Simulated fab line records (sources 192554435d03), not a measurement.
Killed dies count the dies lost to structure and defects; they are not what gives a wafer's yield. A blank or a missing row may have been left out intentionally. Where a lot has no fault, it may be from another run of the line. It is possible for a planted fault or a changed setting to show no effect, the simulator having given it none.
fab line records	flow n5-finfet
record lots=6	wafers=18	last-day=17
route steps=1938 shown SD_EPI_N@262 PASSIVATION@1936
lots with no fault: from the same line, run without faults
start-h: hours from the record's first day to the start of the lot's first wafer shown	wait-h: hours since the lot's step before	" unchanged from the row above	L1.1+2: a row that stands for several wafers	- either no value or no given start	* or withheld: withheld	< > ~ a bound
route shown NAME@n: names a module that has steps shown in the file, with the first one's number in the route	usual: mean/standard deviation of fault-free wafers	same: alike in all rows	chamber/n: place in a boat	sites: per-site readings	_std_site: the standard deviation of these	_edge_site: outer sites' mean less inner sites'	radius-mm: how far each site lies from the wafer's centre	mask NAME#n: copy n	behind: the last tool/chamber to shape the wafer	hold: reason for holding the lot/hours on hold/outcome of the hold	device: whichever transistor did not switch (one of n, p or np)	end of line: the tests these same wafers got at the end of their route	for a step that has no rows: nothing shown but its recipe	killed: the dies lost at the first sort to structure and to defects; this is not the yield of the wafer	map: the dies of a wafer, with x for killed, . for not killed, _ for no die there
set.NAME: the setting the step ran with; set.NAME@STEP: the setting that earlier step ran with	model.NAME: the simulator's own value behind a step, which no gauge read
lots seen at some steps along the route; tables by step, rows by wafer
services: from which hour (start-h, from the record's first day; less than 0 if before it) a tool's chamber was out of use, for how many hours, and why
## steps
# step N5_SD_EPI_N_COAT_32
# recipe resist=SOC	temp-c=250	time-s=60	spin-rpm=1500	resist-thk-nm=350
# step N5_SD_EPI_N_COAT_33
# recipe resist=SiARC	temp-c=220	time-s=60	spin-rpm=1500	resist-thk-nm=35
# step N5_SD_EPI_N_COAT_03
# recipe resist=CAR-ArF-block	spin-rpm=1500	resist-thk-nm=150
# step N5_SD_EPI_N_EBR_05
# recipe solvent=PGMEA	ebr-width-mm=1.5
# step N5_SD_EPI_N_SOFTBAKE_04
# recipe temp-c=110	time-s=60	resist=CAR-ArF-block
# step N5_SD_EPI_N_EXPOSE_06
# recipe mask-id=SD_N_BLK	na=1.35	source-shape=conventional	sigma-outer=0.8	polarization=unpolarized	target-cd-nm=120	dose-mj=39.75
# step N5_SD_EPI_N_PEB_07
# recipe peb-temp-c=110	peb-time-s=60	resist=CAR-ArF-block
# step N5_SD_EPI_N_DEVELOP_08
# recipe develop-time-s=30	developer=TMAH	resist=CAR-ArF-block	dev-temp-c=23	rinse-liquid=diw	dry=air-spin
# step N5_SD_EPI_N_CD_MEAS_09
# recipe target-cd-nm=120	landing-energy-ev=500	detector=se-inlens
# usual cd-nm=119.9/0.88
lot.wafer	tool	chamber	start-h	wait-h	cd-nm
L395.3	cd-sem-01	0	86.27	-	119.8
L395.4	"	0	"	"	119.6
L395.5	"	0	"	"	119.3
L397.1	cd-sem-01	0	104.98	-	121.2
L397.3	"	0	"	"	120.9
L397.4	"	0	"	"	119.9
L399.2	cd-sem-02	0	119.71	-	119.3
L399.4	"	0	"	"	119.4
L399.5	"	0	"	"	119.1
L403.1	cd-sem-01	0	135.06	-	120.3
L403.4	"	0	"	"	119.1
L403.5	"	0	"	"	120.2
L408.2	cd-sem-02	0	164.96	-	117.9
L408.3	"	0	"	"	118.2
L408.6	"	0	"	"	118.2
L409.1	cd-sem-03	0	170.77	-	121.1
L409.3	"	0	"	"	120.2
L409.4	"	0	"	"	119.9
# step N5_SD_EPI_N_OVL_MEAS_10
# recipe points-per-wafer=44
# usual SD_N_BLK_OVL=0.1/0.79
lot.wafer	tool	chamber	start-h	wait-h	SD_N_BLK_OVL[nm]
L395.3	overlay-01	0	86.30	0.0	-0.3
L395.4	"	0	"	"	0.6
L395.5	"	0	"	"	-1.3
L397.1	overlay-02	0	105.01	0.0	-0.2
L397.3	"	0	"	"	0.2
L397.4	"	0	"	"	0.3
L399.2	overlay-02	0	119.74	0.0	0.8
L399.4	"	0	"	"	0.2
L399.5	"	0	"	"	0.2
L403.1	overlay-01	0	135.09	0.0	0.8
L403.4	"	0	"	"	1.4
L403.5	"	0	"	"	1.5
L408.2	overlay-01	0	164.99	0.0	0.9
L408.3	"	0	"	"	0.4
L408.6	"	0	"	"	0.1
L409.1	overlay-02	0	170.80	0.0	-0.6
L409.3	"	0	"	"	-0.9
L409.4	"	0	"	"	0.6
# step N5_SD_EPI_N_INSPECT_11
# recipe mode=adi	inspect-instrument=macro
# usual raw-defect-count=2.0/1.4
lot.wafer	tool	chamber	start-h	wait-h	raw-defect-count
L395.3	defect-inspect-01	-	86.32	0.0	2
L395.4	"	-	"	"	2
L395.5	"	-	"	"	4
L397.1	defect-inspect-01	-	105.03	0.0	4
L397.3	"	-	"	"	1
L397.4	"	-	"	"	3
L399.2	defect-inspect-01	-	119.76	0.0	5
L399.4	"	-	"	"	2
L399.5	"	-	"	"	1
L403.1	defect-inspect-02	-	135.12	0.0	2
L403.4	"	-	"	"	2
L403.5	"	-	"	"	2
L408.2	defect-inspect-01	-	165.01	0.0	2
L408.3	"	-	"	"	3
L408.6	"	-	"	"	0
L409.1	defect-inspect-01	-	170.83	0.0	0
L409.3	"	-	"	"	4
L409.4	"	-	"	"	1
# step N5_SD_EPI_N_DESCUM_14
# recipe chemistry=O2	time-s=7.9	source-power-w=50	bias-power-w=20	pressure-mtorr=20	rf-frequency-hz=2.712e+07	temp-c=40	resist=CAR-ArF-block	o2-flow-sccm=225
# usual drypump-motor-current-A=5.9/0.45	oes-product-au=0.79/0.072	rf-vpp-V=243.6/1.1	showerhead-plenum-p-Torr=2.12/0.063	throttle-valve-pct=20.44/0.25
lot.wafer	tool	chamber	start-h	wait-h	drypump-motor-current-A	oes-product-au	rf-hours-counter-h	rf-vpp-V	showerhead-plenum-p-Torr	throttle-valve-pct
L395.3	rie-diel-03	1	86.35	0.0	5.5	0.84	54	244.6	2.13	20.56
L395.4	"	2	"	"	5.4	0.76	142	243.3	2.06	20.01
L395.5	"	1	"	"	5.5	0.84	-	244.1	2.13	20.53
L397.1	rie-diel-06	1	105.49	0.5	6.5	0.73	213	243.2	2.13	20.48
L397.3	"	3	"	"	5.3	0.89	13	244.3	2.15	20.38
L397.4	"	1	"	"	6.5	0.72	-	244.1	2.13	20.47
L399.2	rie-diel-03	2	119.80	0.0	5.4	0.75	159	243.2	2.06	20.02
L399.4	"	3	"	"	6.3	0.89	-	242.3	2.02	19.87
L399.5	"	0	"	"	6.1	0.74	-	243.3	2.13	20.96
L403.1	rie-diel-01	0	135.16	0.0	6.5	0.79	126	244.6	2.19	20.51
L403.4	"	2	"	"	6.2	0.96	17	244.4	2.15	20.54
L403.5	"	1	"	"	5.9	0.74	-	242.4	1.99	20.25
L408.2	rie-diel-06	0	165.05	0.0	5.7	0.80	115	244.8	2.20	20.44
L408.3	"	2	"	"	5.4	0.74	187	241.9	2.08	20.32
L408.6	"	1	"	"	6.5	0.71	-	244.6	2.12	20.51
L409.1	rie-diel-06	2	171.15	0.3	5.4	0.74	190	243.3	2.08	20.30
L409.3	"	1	"	"	6.5	0.71	235	244.0	2.12	20.51
L409.4	"	3	"	"	5.3	0.85	34	243.6	2.14	20.42
# step N5_SD_EPI_N_ETCH_34
# recipe chemistry=CF4	target=SiARC	target-depth-a=455	mask-material=CAR-ArF-block	time-s=75.8	ion-energy-ev=80	pressure-mtorr=40	source-w=545	bias-w=36	Ar_flow_sccm=100	cf4-flow-sccm=100	ends=cleared
# usual drypump-motor-current-A=5.9/0.45	etch-rf-on-time-s=77.3/2.8	oes-product-au=0.66/0.06	rf-vpp-V=184.4/1	showerhead-plenum-p-Torr=2.17/0.061	throttle-valve-pct=15.66/0.18
lot.wafer	tool	chamber	start-h	wait-h	drypump-motor-current-A	etch-rf-on-time-s	oes-product-au	rf-hours-counter-h	rf-vpp-V	showerhead-plenum-p-Torr	throttle-valve-pct
L395.3	rie-diel-03	1	86.39	0.0	5.4	77.0	0.72	54	186.2	2.18	15.77
L395.4	"	2	"	"	5.4	78.7	0.64	142	183.5	2.14	15.35
L395.5	"	1	"	"	5.5	76.9	0.72	-	186.9	2.18	15.77
L397.1	rie-diel-06	1	105.52	0.0	6.5	77.7	0.60	213	185.9	2.20	15.89
L397.3	"	3	"	"	5.3	78.6	0.75	13	186.4	2.20	15.53
L397.4	"	1	"	"	6.5	77.9	0.60	-	183.8	2.20	15.87
L399.2	rie-diel-03	2	119.83	0.0	5.4	78.8	0.62	159	185.3	2.13	15.40
L399.4	"	3	"	"	6.3	76.9	0.73	-	184.1	2.09	15.22
L399.5	"	0	"	"	6.1	74.3	0.63	-	183.9	2.15	15.90
L403.1	rie-diel-01	0	135.20	0.0	6.4	80.7	0.65	126	185.2	2.24	15.69
L403.4	"	2	"	"	6.2	73.8	0.81	17	183.3	2.19	15.59
L403.5	"	1	"	"	6.0	78.1	0.61	-	184.4	2.05	15.60
L408.2	rie-diel-06	0	165.08	0.0	5.8	118.8	0.58	115	184.7	2.26	15.68
L408.3	"	2	"	"	5.4	126.8	0.55	187	182.8	2.12	15.55
L408.6	"	1	"	"	6.5	125.8	0.51	-	185.4	2.20	15.90
L409.1	rie-diel-06	2	171.18	0.0	5.4	126.7	0.55	190	182.4	2.12	15.56
L409.3	"	1	"	"	6.5	126.2	0.51	235	184.0	2.19	15.91
L409.4	"	3	"	"	5.3	128.5	0.63	34	185.7	2.19	15.56
# step N5_SD_EPI_N_ETCH_35
# recipe chemistry=N2/H2	target=SOC	overetch-a=1080	mask-material=SiARC	temp-c=40	ion-energy-ev=100	source-w=3000	bias-w=133	pressure-mtorr=20	time-s=486	n2-flow-sccm=200	h2-flow-sccm=200
# usual drypump-motor-current-A=5.9/0.45	n2-flow-sccm=200.1/0.58	oes-product-au=0.70/0.062	rf-vpp-V=240.9/1.2	showerhead-plenum-p-Torr=2.56/0.074	throttle-valve-pct=23.7/0.32
lot.wafer	tool	chamber	start-h	wait-h	drypump-motor-current-A	n2-flow-sccm	oes-product-au	rf-hours-counter-h	rf-vpp-V	showerhead-plenum-p-Torr	throttle-valve-pct
L395.3	rie-diel-03	1	86.45	0.0	5.5	199.9	0.76	54	240.5	2.59	23.8
L395.4	"	2	"	"	5.4	201.1	0.68	142	241.5	2.56	23.8
L395.5	"	1	"	"	5.5	199.8	0.76	-	241.0	2.59	23.7
L397.1	rie-diel-06	1	105.58	0.0	6.5	200.1	0.65	213	241.7	2.62	24.2
L397.3	"	3	"	"	5.3	200.7	0.81	13	242.7	2.59	23.6
L397.4	"	1	"	"	6.5	200.3	0.64	-	241.8	2.62	24.2
L399.2	rie-diel-03	2	119.89	0.0	5.4	200.4	0.66	159	239.7	2.56	23.8
L399.4	"	3	"	"	6.3	199.8	0.78	-	240.0	2.47	23.3
L399.5	"	0	"	"	6.1	200.0	0.66	-	241.5	2.50	23.8
L403.1	rie-diel-01	0	135.25	0.0	6.5	201.5	0.71	127	241.6	2.65	24.0
L403.4	"	2	"	"	6.3	199.6	0.83	17	240.5	2.60	23.8
L403.5	"	1	"	"	6.0	200.6	0.65	-	239.1	2.41	23.3
L408.2	rie-diel-06	0	165.14	0.0	5.7	199.8	0.70	115	241.3	2.64	23.4
L408.3	"	2	"	"	5.4	200.1	0.66	187	239.9	2.53	23.6
L408.6	"	1	"	"	6.5	199.5	0.63	-	241.2	2.61	24.2
L409.1	rie-diel-06	2	171.24	0.0	5.4	199.9	0.67	190	238.9	2.53	23.6
L409.3	"	1	"	"	6.5	200.0	0.64	235	241.3	2.61	24.2
L409.4	"	3	"	"	5.3	200.0	0.77	34	240.7	2.58	23.6
# step N5_PASSIVATION_PROBE_49
# usual killed_at_M0_to_M3=33/11	killed_at_M4_up=13/5.2	killed-at-contacts=11/5.7	killed-at-front-end=39/11	killed-at-other=4/3	killed-dies=101/20	killed-open=66/15	killed-short=33/8.4
# same gross-dies=1180	killed-at-back-side=0
lot.wafer	tool	chamber	start-h	wait-h	killed_at_M0_to_M3	killed_at_M4_up	killed-at-contacts	killed-at-front-end	killed-at-other	killed-dies	killed-open	killed-short
L395.3	prober-02	-	321.33	0.2	32	9	11	32	1	85	48	33
L395.5	prober-02	-	321.43	0.3	19	10	3	31	2	65	41	22
L397.3	prober-02	-	331.82	0.1	30	7	15	32	0	84	56	22
L409.1	prober-01	-	386.67	0.0	32	8	12	51	4	107	72	34
L409.3	prober-01	-	386.77	0.1	26	9	12	36	5	88	57	30
L409.4	prober-01	-	386.82	0.2	28	5	11	33	12	89	48	38
L408.2	prober-01	-	396.38	0.1	27	13	19	47	1	107	77	27
L408.3	prober-01	-	396.43	0.1	30	6	11	68	0	115	78	35
L408.6	prober-01	-	396.58	0.3	43	16	12	54	2	127	82	42
# killed by level:class
L395.3 BEOL_M3:geometric-particle:short=9 MOL_CONTACT_COAG:geometric-particle:open=8 FIN_SAQP:geometric-particle:open=6 BEOL_M1:geometric-particle:open=6 BEOL_M3:geometric-particle:open=6 BEOL_M0_SAQP:geometric-particle:open=5 FIN_SAQP:geometric-particle:short=4 ILD0:geometric-particle:open=4
L395.5 DUMMY_GATE:geometric-particle:open=7 BEOL_M0_SAQP:geometric-particle:short=6 BEOL_M5:geometric-particle:open=5 BEOL_M3:geometric-particle:open=4 FIN_SAQP:geometric-particle:open=3 FIN_SAQP:geometric-particle:short=3 STI_FIN_REVEAL:geometric-particle:open=3 GATE_CUT:geometric-particle:open=3
L397.3 BEOL_M3:geometric-particle:open=16 MOL_CONTACT_COAG:geometric-particle:open=14 FIN_SAQP:geometric-particle:open=7 FIN_SAQP:geometric-particle:short=4 DUMMY_GATE:geometric-particle:open=4 BEOL_M0_SAQP:geometric-particle:short=3 BEOL_M2:geometric-particle:open=3 SD_EPI_P:coat-microbubble-printed=3
L409.1 BEOL_M3:geometric-particle:open=15 FIN_SAQP:geometric-particle:open=11 FIN_SAQP:geometric-particle:short=10 MOL_CONTACT_COAG:geometric-particle:open=10 GATE_CUT:geometric-particle:short=9 GATE_CUT:geometric-particle:open=9 BEOL_M2:geometric-particle:open=6 BEOL_M0_SAQP:geometric-particle:open=5
L409.3 BEOL_M3:geometric-particle:open=12 MOL_CONTACT_COAG:geometric-particle:open=11 GATE_CUT:geometric-particle:short=8 FIN_SAQP:geometric-particle:open=7 FIN_SAQP:geometric-particle:short=6 DUMMY_GATE:geometric-particle:open=5 BEOL_M2:geometric-particle:open=4 BEOL_M4:geometric-particle:open=4
L409.4 BEOL_M3:geometric-particle:open=14 FIN_SAQP:geometric-particle:open=7 GATE_CUT:geometric-particle:short=7 BEOL_M0_SAQP:geometric-particle:short=7 MOL_CONTACT_COAG:geometric-particle:open=6 MOL_CONTACT_COAG:geometric-particle:short=5 STI_FIN_REVEAL:geometric-particle:open=4 STARTING-WAFER:geometric-particle:short=4
L408.2 STI_FIN_REVEAL:geometric-particle:open=20 MOL_CONTACT_COAG:geometric-particle:open=15 BEOL_M0_SAQP:geometric-particle:open=9 FIN_SAQP:geometric-particle:open=8 BEOL_M0_SAQP:geometric-particle:short=7 STI_FIN_REVEAL:geometric-particle:short=5 BEOL_M2:geometric-particle:open=5 MOL_CONTACT_COAG:geometric-particle:short=4
L408.3 STI_FIN_REVEAL:geometric-particle:open=31 FIN_SAQP:geometric-particle:short=11 FIN_SAQP:geometric-particle:open=10 MOL_CONTACT_COAG:geometric-particle:open=9 BEOL_M2:geometric-particle:open=6 BEOL_M0_SAQP:geometric-particle:open=6 BEOL_M0_SAQP:geometric-particle:short=5 STI_FIN_REVEAL:geometric-particle:short=4
L408.6 FIN_SAQP:geometric-particle:open=15 FIN_SAQP:geometric-particle:short=14 BEOL_M0_SAQP:geometric-particle:open=13 MOL_CONTACT_COAG:geometric-particle:open=11 BEOL_M0_SAQP:geometric-particle:short=11 BEOL_M4:geometric-particle:open=9 BEOL_M1:geometric-particle:open=5 BEOL_M2:geometric-particle:open=5
## services
tool	chamber	start-h	hours	kind
rie-diel-01	2	66.15	-	clean
rie-diel-01	2	66.15	-	consumable-replace:focus-ring
rie-diel-01	2	66.15	18.8	scheduled-down
rie-diel-01	2	66.15	18.8	vent-cycle
rie-diel-03	1	92.41	36.0	repair
## key
first-sign step=N5_SD_EPI_N_ETCH_34	reading=etch-rf-on-time-s	direction=up	sigmas=17	usual=*	struck=*
effect step=N5_SD_EPI_N_ETCH_34	reading=oes-product-au	direction=down	sigmas=1.8	usual=0.66	struck=0.55
met-at N5_SD_EPI_N_ETCH_34
struck-wafers L408.2,L408.3,L408.6,L409.1,L409.3,L409.4
tester-left-out L408,L409
onset-between 105.52 165.08
fault kind=process-parameter-drift	tool=rie-diel-06	chamber=-	onset-h=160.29	steps=N5_SD_EPI_N_ETCH_34	channel=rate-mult	offset=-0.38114	shape=step	end-h=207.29
# tester-left-out: of these lots the tester's yield and bins aren't shown, on N5 and GAA mostly nor the transistor test; their killed dies are dies lost to structure and defects alone, not to doping, threshold or leakage, so they don't give the yield
